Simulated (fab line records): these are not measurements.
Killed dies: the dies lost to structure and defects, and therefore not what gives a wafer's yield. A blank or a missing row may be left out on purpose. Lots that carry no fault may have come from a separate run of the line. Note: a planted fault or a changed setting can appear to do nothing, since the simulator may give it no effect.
Which tool did it? || flow nandHarc || 72 wafers from 24 lots sampled at 4 of the route's 1302 steps

== WHAT THE GAUGES READ, wafer by wafer ==
NHARC_A_WL_FILL_INSPECT_15. Usual: rawDefectCount reads 516 (standard deviation 160).
{"lot": "L075", "measured": "day 21 06:26", "on": "defectInspect-01", "rawDefectCount": "606 735 528", "flag": ""}
{"lot": "L074", "measured": "day 21 08:59", "on": "defectInspect-02", "rawDefectCount": "357 478 397", "flag": ""}
{"lot": "L076", "measured": "day 22 02:55", "on": "defectInspect-02", "rawDefectCount": "511 521 661", "flag": ""}
{"lot": "L077", "measured": "day 22 15:50", "on": "defectInspect-02", "rawDefectCount": "580 690 1261", "flag": ""}
{"lot": "L078", "measured": "day 22 20:19", "on": "defectInspect-01", "rawDefectCount": "764 301 524", "flag": ""}
{"lot": "L079", "measured": "day 23 15:41", "on": "defectInspect-01", "rawDefectCount": "612 399 472", "flag": ""}
{"lot": "L080", "measured": "day 23 15:46", "on": "defectInspect-01", "rawDefectCount": "520 705 752", "flag": ""}
{"lot": "L081", "measured": "day 24 03:46", "on": "defectInspect-02", "rawDefectCount": "516 662 588", "flag": ""}
{"lot": "L082", "measured": "day 24 21:25", "on": "defectInspect-01", "rawDefectCount": "421 435 405", "flag": ""}
{"lot": "L083", "measured": "day 25 11:11", "on": "defectInspect-02", "rawDefectCount": "587 480 598", "flag": ""}
{"lot": "L086", "measured": "day 25 11:05", "on": "defectInspect-01", "rawDefectCount": "493 408 642", "flag": ""}
{"lot": "L084", "measured": "day 25 19:20", "on": "defectInspect-02", "rawDefectCount": "460 408 533", "flag": ""}
{"lot": "L085", "measured": "day 26 02:29", "on": "defectInspect-01", "rawDefectCount": "455 453 403", "flag": ""}
{"lot": "L087", "measured": "day 26 18:05", "on": "defectInspect-02", "rawDefectCount": "477 889 373", "flag": ""}
{"lot": "L089", "measured": "day 27 05:10", "on": "defectInspect-02", "rawDefectCount": "473 373 399", "flag": ""}
{"lot": "L088", "measured": "day 27 11:18", "on": "defectInspect-01", "rawDefectCount": "330 413 393", "flag": ""}
{"lot": "L090", "measured": "day 27 16:23", "on": "defectInspect-02", "rawDefectCount": "668 735 762", "flag": ""}
{"lot": "L092", "measured": "day 28 10:01", "on": "defectInspect-02", "rawDefectCount": "590 642 908", "flag": ""}
{"lot": "L091", "measured": "day 28 12:53", "on": "defectInspect-01", "rawDefectCount": "463 380 380", "flag": ""}
{"lot": "L093", "measured": "day 28 20:20", "on": "defectInspect-01", "rawDefectCount": "460 473 472", "flag": ""}
{"lot": "L094", "measured": "day 29 11:42", "on": "defectInspect-01", "rawDefectCount": "414 291 355", "flag": ""}
{"lot": "L095", "measured": "day 29 14:27", "on": "defectInspect-02", "rawDefectCount": "474 364 426", "flag": ""}
{"lot": "L096", "measured": "day 30 06:06", "on": "defectInspect-02", "rawDefectCount": "550 642 560", "flag": ""}
{"lot": "L097", "measured": "day 31 07:29", "on": "defectInspect-01", "rawDefectCount": "358 399 338", "flag": ""}

NHARC_A_CONTACT_CD_MEAS_42: target cd 300 nm. Usual: cdNm reads 300.1 nm (standard deviation 0.64).
{"lot": "L075", "measured": "day 21 17:14", "on": "cdSem-03", "cdNm (nm)": "299.1 300.7 300.9", "flag": ""}
{"lot": "L074", "measured": "day 21 18:25", "on": "cdSem-03", "cdNm (nm)": "300.9 301.4 301.6", "flag": ""}
{"lot": "L076", "measured": "day 22 13:17", "on": "cdSem-01", "cdNm (nm)": "299.6 300.1 301.0", "flag": ""}
{"lot": "L077", "measured": "day 23 00:45", "on": "cdSem-01", "cdNm (nm)": "300.3 299.4 298.7", "flag": ""}
{"lot": "L078", "measured": "day 23 06:46", "on": "cdSem-02", "cdNm (nm)": "299.0 299.7 299.2", "flag": ""}
{"lot": "L079", "measured": "day 23 21:18", "on": "cdSem-01", "cdNm (nm)": "299.9 299.4 299.4", "flag": ""}
{"lot": "L080", "measured": "day 23 21:27", "on": "cdSem-03", "cdNm (nm)": "298.4 299.3 300.3", "flag": ""}
{"lot": "L081", "measured": "day 24 12:25", "on": "cdSem-03", "cdNm (nm)": "300.6 300.6 300.0", "flag": ""}
{"lot": "L082", "measured": "day 25 02:59", "on": "cdSem-02", "cdNm (nm)": "300.3 301.0 300.7", "flag": ""}
{"lot": "L083", "measured": "day 25 17:15", "on": "cdSem-01", "cdNm (nm)": "300.4 300.9 301.1", "flag": ""}
{"lot": "L086", "measured": "day 25 16:42", "on": "cdSem-01", "cdNm (nm)": "299.8 299.0 299.6", "flag": ""}
{"lot": "L084", "measured": "day 26 02:50", "on": "cdSem-02", "cdNm (nm)": "298.7 299.6 299.4", "flag": ""}
{"lot": "L085", "measured": "day 26 10:45", "on": "cdSem-01", "cdNm (nm)": "300.4 300.3 300.1", "flag": ""}
{"lot": "L087", "measured": "day 27 03:42", "on": "cdSem-03", "cdNm (nm)": "300.1 299.8 301.3", "flag": ""}
{"lot": "L089", "measured": "day 27 10:43", "on": "cdSem-03", "cdNm (nm)": "299.7 299.6 300.2", "flag": ""}
{"lot": "L088", "measured": "day 27 18:16", "on": "cdSem-02", "cdNm (nm)": "301.1 300.2 299.6", "flag": ""}
{"lot": "L090", "measured": "day 27 23:09", "on": "cdSem-02", "cdNm (nm)": "299.4 300.9 300.5", "flag": ""}
{"lot": "L092", "measured": "day 28 15:37", "on": "cdSem-01", "cdNm (nm)": "300.1 299.6 299.4", "flag": ""}
{"lot": "L091", "measured": "day 28 19:16", "on": "cdSem-01", "cdNm (nm)": "300.7 300.7 299.9", "flag": ""}
{"lot": "L093", "measured": "day 29 03:47", "on": "cdSem-03", "cdNm (nm)": "299.1 299.2 300.6", "flag": ""}
{"lot": "L094", "measured": "day 29 17:21", "on": "cdSem-02", "cdNm (nm)": "300.3 301.1 300.1", "flag": ""}
{"lot": "L095", "measured": "day 29 22:35", "on": "cdSem-03", "cdNm (nm)": "299.0 299.9 299.4", "flag": ""}
{"lot": "L096", "measured": "day 30 11:50", "on": "cdSem-02", "cdNm (nm)": "299.4 299.8 300.7", "flag": ""}
{"lot": "L097", "measured": "day 31 13:12", "on": "cdSem-01", "cdNm (nm)": "300.0 300.6 300.7", "flag": ""}

NHARC_A_CONTACT_OVL_MEAS_43. Usual: overlayXNm 0.0 nm, standard deviation 0.98; overlayYNm 0.0 nm, standard deviation 0.84.
{"lot": "L075", "measured": "day 21 17:19", "on": "overlay-02", "overlayXNm (nm)": "1.4 1.9 1.7", "overlayYNm (nm)": "-0.7 -0.6 -1.0", "flag": ""}
{"lot": "L074", "measured": "day 21 18:30", "on": "overlay-01", "overlayXNm (nm)": "-0.1 0.2 0.3", "overlayYNm (nm)": "-0.5 0.1 -0.6", "flag": ""}
{"lot": "L076", "measured": "day 22 13:22", "on": "overlay-01", "overlayXNm (nm)": "0.0 -0.1 -0.2", "overlayYNm (nm)": "0.7 0.6 0.8", "flag": ""}
{"lot": "L077", "measured": "day 23 00:50", "on": "overlay-02", "overlayXNm (nm)": "-1.0 -0.9 -0.9", "overlayYNm (nm)": "0.1 0.4 -0.1", "flag": ""}
{"lot": "L078", "measured": "day 23 06:51", "on": "overlay-01", "overlayXNm (nm)": "-1.6 -1.6 -1.2", "overlayYNm (nm)": "0.2 -0.2 -0.2", "flag": ""}
{"lot": "L079", "measured": "day 23 21:23", "on": "overlay-01", "overlayXNm (nm)": "-0.5 -0.9 0.1", "overlayYNm (nm)": "0.3 0.6 0.9", "flag": ""}
{"lot": "L080", "measured": "day 23 21:32", "on": "overlay-02", "overlayXNm (nm)": "0.8 0.7 0.6", "overlayYNm (nm)": "0.2 0.6 1.2", "flag": ""}
{"lot": "L081", "measured": "day 24 12:31", "on": "overlay-02", "overlayXNm (nm)": "0.3 0.1 0.2", "overlayYNm (nm)": "-0.4 -0.7 -0.5", "flag": ""}
{"lot": "L082", "measured": "day 25 03:04", "on": "overlay-01", "overlayXNm (nm)": "-2.1 -2.2 -1.7", "overlayYNm (nm)": "1.0 0.7 0.7", "flag": ""}
{"lot": "L083", "measured": "day 25 17:20", "on": "overlay-01", "overlayXNm (nm)": "-0.5 -0.2 -0.5", "overlayYNm (nm)": "-0.2 -0.5 -0.7", "flag": ""}
{"lot": "L086", "measured": "day 25 16:47", "on": "overlay-01", "overlayXNm (nm)": "1.3 0.6 0.7", "overlayYNm (nm)": "1.6 1.1 1.4", "flag": ""}
{"lot": "L084", "measured": "day 26 02:55", "on": "overlay-01", "overlayXNm (nm)": "1.4 1.4 1.7", "overlayYNm (nm)": "0.0 0.5 0.2", "flag": ""}
{"lot": "L085", "measured": "day 26 10:50", "on": "overlay-01", "overlayXNm (nm)": "1.0 0.8 0.8", "overlayYNm (nm)": "0.2 -0.5 -0.5", "flag": ""}
{"lot": "L087", "measured": "day 27 03:47", "on": "overlay-01", "overlayXNm (nm)": "0.0 -0.5 -0.6", "overlayYNm (nm)": "0.8 0.8 1.2", "flag": ""}
{"lot": "L089", "measured": "day 27 10:47", "on": "overlay-02", "overlayXNm (nm)": "-0.1 0.2 -0.8", "overlayYNm (nm)": "-0.9 -1.3 -1.5", "flag": ""}
{"lot": "L088", "measured": "day 27 18:21", "on": "overlay-02", "overlayXNm (nm)": "0.8 0.9 0.5", "overlayYNm (nm)": "1.3 1.8 1.7", "flag": ""}
{"lot": "L090", "measured": "day 27 23:14", "on": "overlay-01", "overlayXNm (nm)": "0.1 0.5 0.3", "overlayYNm (nm)": "-0.7 -0.5 -0.6", "flag": ""}
{"lot": "L092", "measured": "day 28 15:43", "on": "overlay-02", "overlayXNm (nm)": "-1.2 -1.6 -1.2", "overlayYNm (nm)": "-0.9 -0.6 -0.5", "flag": ""}
{"lot": "L091", "measured": "day 28 19:21", "on": "overlay-01", "overlayXNm (nm)": "1.1 1.0 0.8", "overlayYNm (nm)": "1.1 1.3 1.0", "flag": ""}
{"lot": "L093", "measured": "day 29 03:52", "on": "overlay-01", "overlayXNm (nm)": "-0.6 -0.4 -0.6", "overlayYNm (nm)": "-0.5 -0.9 0.3", "flag": ""}
{"lot": "L094", "measured": "day 29 17:26", "on": "overlay-01", "overlayXNm (nm)": "1.2 0.9 1.3", "overlayYNm (nm)": "-1.1 -0.8 -1.2", "flag": ""}
{"lot": "L095", "measured": "day 29 22:40", "on": "overlay-02", "overlayXNm (nm)": "-0.5 -0.5 -0.8", "overlayYNm (nm)": "-0.7 -0.8 -0.6", "flag": ""}
{"lot": "L096", "measured": "day 30 11:55", "on": "overlay-01", "overlayXNm (nm)": "-0.7 0.3 0.5", "overlayYNm (nm)": "-0.2 -0.4 -0.5", "flag": ""}
{"lot": "L097", "measured": "day 31 13:17", "on": "overlay-02", "overlayXNm (nm)": "0.3 0.2 0.9", "overlayYNm (nm)": "-0.4 -0.5 -0.1", "flag": ""}

== WHICH TOOL RAN EACH LOT (tool, then ch and the chambers of the sampled wafers, then the start) ==
{"lot": "L075", "NHARC_A_WL_FILL_ALD_19": "aldMetal-01 ch 1,2, day 21 05:37"}
{"lot": "L074", "NHARC_A_WL_FILL_ALD_19": "aldMetal-04 ch 0,1,2, day 21 08:08"}
{"lot": "L076", "NHARC_A_WL_FILL_ALD_19": "aldMetal-03 ch 2,3, day 22 02:04"}
{"lot": "L077", "NHARC_A_WL_FILL_ALD_19": "aldMetal-03 ch 2,3, day 22 14:59"}
{"lot": "L078", "NHARC_A_WL_FILL_ALD_19": "aldMetal-04 ch 0,1,2, day 22 19:30"}
{"lot": "L079", "NHARC_A_WL_FILL_ALD_19": "aldMetal-03 ch 1,2,3, day 23 14:51"}
{"lot": "L080", "NHARC_A_WL_FILL_ALD_19": "aldMetal-01 ch 1,2,3, day 23 14:55"}
{"lot": "L081", "NHARC_A_WL_FILL_ALD_19": "aldMetal-03 ch 1,2,3, day 24 02:53"}
{"lot": "L082", "NHARC_A_WL_FILL_ALD_19": "aldMetal-04 ch 1,2,3, day 24 20:32"}
{"lot": "L083", "NHARC_A_WL_FILL_ALD_19": "aldMetal-03 ch 0,2, day 25 10:17"}
{"lot": "L086", "NHARC_A_WL_FILL_ALD_19": "aldMetal-04 ch 0,1,2, day 25 10:18"}
{"lot": "L084", "NHARC_A_WL_FILL_ALD_19": "aldMetal-01 ch 1,2,3, day 25 18:28"}
{"lot": "L085", "NHARC_A_WL_FILL_ALD_19": "aldMetal-04 ch 0,1, day 26 01:38"}
{"lot": "L087", "NHARC_A_WL_FILL_ALD_19": "aldMetal-03 ch 0,2,3, day 26 17:13"}
{"lot": "L089", "NHARC_A_WL_FILL_ALD_19": "aldMetal-03 ch 0,2, day 27 04:19"}
{"lot": "L088", "NHARC_A_WL_FILL_ALD_19": "aldMetal-01 ch 0,1,3, day 27 09:49"}
{"lot": "L090", "NHARC_A_WL_FILL_ALD_19": "aldMetal-03 ch 1,2,3, day 27 15:34"}
{"lot": "L092", "NHARC_A_WL_FILL_ALD_19": "aldMetal-01 ch 1,3, day 28 09:07"}
{"lot": "L091", "NHARC_A_WL_FILL_ALD_19": "aldMetal-03 ch 1,2,3, day 28 12:01"}
{"lot": "L093", "NHARC_A_WL_FILL_ALD_19": "aldMetal-04 ch 1,3, day 28 19:29"}
{"lot": "L094", "NHARC_A_WL_FILL_ALD_19": "aldMetal-03 ch 0,2, day 29 10:51"}
{"lot": "L095", "NHARC_A_WL_FILL_ALD_19": "aldMetal-01 ch 0,2,3, day 29 13:35"}
{"lot": "L096", "NHARC_A_WL_FILL_ALD_19": "aldMetal-03 ch 0,1,2, day 30 05:14"}
{"lot": "L097", "NHARC_A_WL_FILL_ALD_19": "aldMetal-01 ch 1,2,3, day 31 06:40"}
- NHARC_A_WL_FILL_ALD_19: deposits TiN, target thk 2 nm, pulse time 3 s, ald cycles 100.

== WHAT THE TOOLS THEMSELVES READ (means of the sampled wafers that have a number; where no wafer has one, the mark that the record gives instead) ==
NHARC_A_WL_FILL_ALD_19. Usual: heaterPowerW 1099 W, standard deviation 120; precursorPulseHeightRel 1.002, standard deviation 0.021.
{"lot": "L075", "tool": "aldMetal-01", "heaterPowerW (W)": 984, "precursorPulseHeightRel": 1.012, "flag": ""}
{"lot": "L074", "tool": "aldMetal-04", "heaterPowerW (W)": 994, "precursorPulseHeightRel": 0.990, "flag": ""}
{"lot": "L076", "tool": "aldMetal-03", "heaterPowerW (W)": 1141, "precursorPulseHeightRel": 1.003, "flag": ""}
{"lot": "L077", "tool": "aldMetal-03", "heaterPowerW (W)": 1134, "precursorPulseHeightRel": 1.006, "flag": ""}
{"lot": "L078", "tool": "aldMetal-04", "heaterPowerW (W)": 999, "precursorPulseHeightRel": 1.003, "flag": ""}
{"lot": "L079", "tool": "aldMetal-03", "heaterPowerW (W)": 1147, "precursorPulseHeightRel": 1.030, "flag": ""}
{"lot": "L080", "tool": "aldMetal-01", "heaterPowerW (W)": 1086, "precursorPulseHeightRel": 0.986, "flag": ""}
{"lot": "L081", "tool": "aldMetal-03", "heaterPowerW (W)": 1145, "precursorPulseHeightRel": 1.027, "flag": ""}
{"lot": "L082", "tool": "aldMetal-04", "heaterPowerW (W)": 1032, "precursorPulseHeightRel": 1.010, "flag": ""}
{"lot": "L083", "tool": "aldMetal-03", "heaterPowerW (W)": 1228, "precursorPulseHeightRel": 0.995, "flag": ""}
{"lot": "L086", "tool": "aldMetal-04", "heaterPowerW (W)": 994, "precursorPulseHeightRel": 1.000, "flag": ""}
{"lot": "L084", "tool": "aldMetal-01", "heaterPowerW (W)": 1105, "precursorPulseHeightRel": 1.012, "flag": ""}
{"lot": "L085", "tool": "aldMetal-04", "heaterPowerW (W)": 1019, "precursorPulseHeightRel": 0.986, "flag": ""}
{"lot": "L087", "tool": "aldMetal-03", "heaterPowerW (W)": 1152, "precursorPulseHeightRel": 1.006, "flag": ""}
{"lot": "L089", "tool": "aldMetal-03", "heaterPowerW (W)": 1242, "precursorPulseHeightRel": 0.977, "flag": ""}
{"lot": "L088", "tool": "aldMetal-01", "heaterPowerW (W)": 1123, "precursorPulseHeightRel": 0.998, "flag": ""}
{"lot": "L090", "tool": "aldMetal-03", "heaterPowerW (W)": 1161, "precursorPulseHeightRel": 0.990, "flag": ""}
{"lot": "L092", "tool": "aldMetal-01", "heaterPowerW (W)": 1105, "precursorPulseHeightRel": 1.000, "flag": ""}
{"lot": "L091", "tool": "aldMetal-03", "heaterPowerW (W)": 1169, "precursorPulseHeightRel": 1.021, "flag": ""}
{"lot": "L093", "tool": "aldMetal-04", "heaterPowerW (W)": 1062, "precursorPulseHeightRel": 0.990, "flag": ""}
{"lot": "L094", "tool": "aldMetal-03", "heaterPowerW (W)": 1181, "precursorPulseHeightRel": 0.993, "flag": ""}
{"lot": "L095", "tool": "aldMetal-01", "heaterPowerW (W)": 1127, "precursorPulseHeightRel": 1.013, "flag": ""}
{"lot": "L096", "tool": "aldMetal-03", "heaterPowerW (W)": 1171, "precursorPulseHeightRel": 1.023, "flag": ""}
{"lot": "L097", "tool": "aldMetal-01", "heaterPowerW (W)": 1106, "precursorPulseHeightRel": 1.003, "flag": ""}

== THE ANSWER, worked out from the rows above alone ==
Rule: lot off if the mean of its wafers having a number is beyond 3 standard deviations from the usual mean. A lot without any number at a reading at which 4 lots or more have one is off too. Where the step has rows for the other lots, those lots are counted as sound. The gauges are gone through in route order, then the tools' own readings, and for those a lot's mean is taken as printed above. The first step at which some lot is off is used, and at that step the reading that is off furthest; a lot without a number counts as furthest.
None of the lots is off at any reading shown; this tells nothing.

== WHAT HAD BEEN PUT IN BY THE SIMULATOR ==
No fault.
